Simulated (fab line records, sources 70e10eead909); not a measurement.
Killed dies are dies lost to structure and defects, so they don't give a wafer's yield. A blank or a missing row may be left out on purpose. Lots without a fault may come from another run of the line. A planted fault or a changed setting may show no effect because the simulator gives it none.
Problem report in the 8D (eight disciplines) form, filled by code | flow nand_harc | the parts of the form that need people (team, actions taken, sign-off) are left out

1. THE PROBLEM
killed_at_other at NHARC_END_SORT_01 reads a mean of 75.0 on 1 wafer of 1 lot; wafers without a fault read 0.8 with a standard deviation of 1.1. That is +67 standard deviations from the usual mean.
First seen on wafer L370.4, day 23 22:36, on prober-01. The record holds 4 wafers of 2 lots with a number at this step. Rule for "out", or "out of limits": more than 4 standard deviations from the usual mean. The other wafers with a number count as sound.

2. WHAT IT IS AND WHAT IT IS NOT
question                    | is                                                                                                                                  | is not
which readings at this step | killed_at_other, defect_limited_yield, killed_dies, sort_bin_2_pct, sort_bin_3_pct, sort_n_pass, sort_rim_yield_pct, sort_yield_pct | killed_at_array, killed_at_periphery, killed_open, killed_short, sort_bin_4_pct
which lots                  | L370                                                                                                                                | L368
which wafers of those lots  | all that have a number                                                                                                              | -
read on which gauges        | prober-01                                                                                                                           | prober-02
when                        | from day 23 22:36                                                                                                                   | up to then (3 sound wafers)

3. SUSPECTS, AND WHAT RULES EACH OUT
Counting: a tool at a process step up to the reading stays a suspect if it ran every lot that is out and no sound lot after the first of them.
- the gauge at NHARC_END_SORT_01: kept. All the wafers that are out were read on prober-01, and no step on other tools shows them out.
- grinder-01 at NHARC_THIN_TSV_GRIND_00: kept. It ran the lot that is out, L370 (day 22 20:44), and no sound lot after that; its last sound lot up to then is L368 (day 21 04:02).
- cmp-04 at NHARC_THIN_TSV_CMP_01 (polishes): kept. It ran the lot that is out, L370 (day 22 21:23), and no sound lot after that; its last sound lot up to then is L368 (day 21 05:05).
- wet_bench-10 at NHARC_THIN_TSV_PRECLEAN_41 (cleans in SC1): kept. It ran the lot that is out, L370 (day 22 21:41), and no sound lot after that.
- rie_si-06 at NHARC_THIN_TSV_ETCH_15 (target depth 3000 nm, bosch target overetch cycles 2, bosch etch step 2.8 s): kept. It ran the lot that is out, L370 (day 22 23:38), and no sound lot after that; its last sound lot up to then is L368 (day 21 07:07).
- plasma_asher-02 at NHARC_THIN_TSV_STRIP_62 (strips in N2/H2, time 20 s): kept. It ran the lot that is out, L370 (day 23 01:26), and no sound lot after that; its last sound lot up to then is L368 (day 21 08:53).
- pvd_sputter-01 at NHARC_THIN_TSV_PRE_CLEAN_50 (time 30 s): kept. It ran the lot that is out, L370 (day 23 22:36), and no sound lot after that; its last sound lot up to then is L368 (day 21 22:51). NHARC_THIN_TSV_PRE_CLEAN_50 gives no start for some lots, so the hours and the order of its lots are those of NHARC_END_SORT_01.
Left after counting: grinder-01 at NHARC_THIN_TSV_GRIND_00, cmp-04 at NHARC_THIN_TSV_CMP_01, wet_bench-10 at NHARC_THIN_TSV_PRECLEAN_41, rie_si-06 at NHARC_THIN_TSV_ETCH_15, plasma_asher-02 at NHARC_THIN_TSV_STRIP_62, pvd_sputter-01 at NHARC_THIN_TSV_PRE_CLEAN_50, prober-01 at NHARC_END_SORT_01.

4. THE CAUSE (what the simulator had put in)
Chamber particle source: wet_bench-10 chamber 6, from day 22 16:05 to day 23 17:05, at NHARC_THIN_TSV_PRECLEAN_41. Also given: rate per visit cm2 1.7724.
Counting left 7 suspects, and this tool is among them.

5. THE CHAIN OF EFFECTS, in route order
Each row: a reading whose mean over the struck wafers that have a number lies more than 3 standard deviations from the usual. Only readings for which the record gives a usual standard deviation are gone through. hours: the time from each lot's start at the first step in this table that gives one to its start at this step, as a median over the lots. sigmas: the change in usual standard deviations.
hours | step              | reading              | usual  | on struck wafers | change | sigmas
0     | NHARC_END_SORT_01 | defect_limited_yield | 95.7 % | 86.6             | -9.1   | -6.1
0     | NHARC_END_SORT_01 | killed_at_other      | 0.8    | 75.0             | +74.2  | +67
0     | NHARC_END_SORT_01 | killed_dies          | 29     | 91               | +62    | +6.2
0     | NHARC_END_SORT_01 | sort_bin_2_pct       | 1.3 %  | 4.7              | +3.4   | +5.7
0     | NHARC_END_SORT_01 | sort_bin_3_pct       | 0.25 % | 4.28             | +4.03  | +18
0     | NHARC_END_SORT_01 | sort_n_pass          | 648    | 586              | -62    | -6.2
0     | NHARC_END_SORT_01 | sort_rim_yield_pct   | 95 %   | 78               | -17    | -5.3
0     | NHARC_END_SORT_01 | sort_yield_pct       | 95.7 % | 86.6             | -9.1   | -6.1

6. WHAT WOULD HAVE CAUGHT IT SOONER
In this record the first reading out of limits at a measuring or inspecting step was taken at day 23 22:36, 31 hours after the fault began at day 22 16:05.
All the lots that are out (1) had begun NHARC_THIN_TSV_PRECLEAN_41 on wet_bench-10 by day 23 22:36. A hold on the tool at that time would have spared none of them.
